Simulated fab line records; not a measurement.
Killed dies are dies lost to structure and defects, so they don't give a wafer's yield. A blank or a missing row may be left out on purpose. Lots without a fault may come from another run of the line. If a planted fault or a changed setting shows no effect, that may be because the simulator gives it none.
Chamber matching    flow n5_finfet    4 sister chambers for N5_BEOL_M8_DESCUM_33 on rie_diel-04
The step chemistry O2, time 7 s. 4 wafers are shown with their chamber, then 8 later ones without.

## EACH WAFER AND ITS CHAMBER
wafer   chamber  showerhead_plenum_p_Torr (Torr)
L086.3  1        2.09
L084.2  2        2.05
L088.5  0        2.05
L089.2  3        2.16

## WAFERS WITHOUT THEIR CHAMBER
wafer   showerhead_plenum_p_Torr (Torr)
L089.4  2.05
L089.6  2.05
L094.2  2.08
L094.3  2.15
L094.4  2.04
L092.1  2.15
L092.4  2.05
L092.6  2.15

## EACH ONE'S CHAMBER
wafer   from the rows above      in truth
L089.4  can't be placed: 0 or 2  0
L089.6  can't be placed: 0 or 2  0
L094.2  1                        1
L094.3  3                        3
L094.4  can't be placed: 0 or 2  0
L092.1  3                        3
L092.4  can't be placed: 0 or 2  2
L092.6  3                        3
Placed correctly: 4 of 8. Not placeable from these rows: 4 (in 4, the candidates include the true chamber). Number placed wrongly: 0.
How it was worked out, from the rows above alone: a wafer's distance from a chamber is the root of the sum, over the readings, of the square of ((its reading less the chamber's mean) divided by the reading's scatter). If the next closest chamber is less than 2 further off than the closest, the wafer can't be placed; otherwise it belongs to the closest. The mean given for a chamber averages the wafers shown for that chamber. The scatter: with one shown wafer a chamber, the root of the mean of the squares of how far each hidden wafer lies from its nearest shown one.
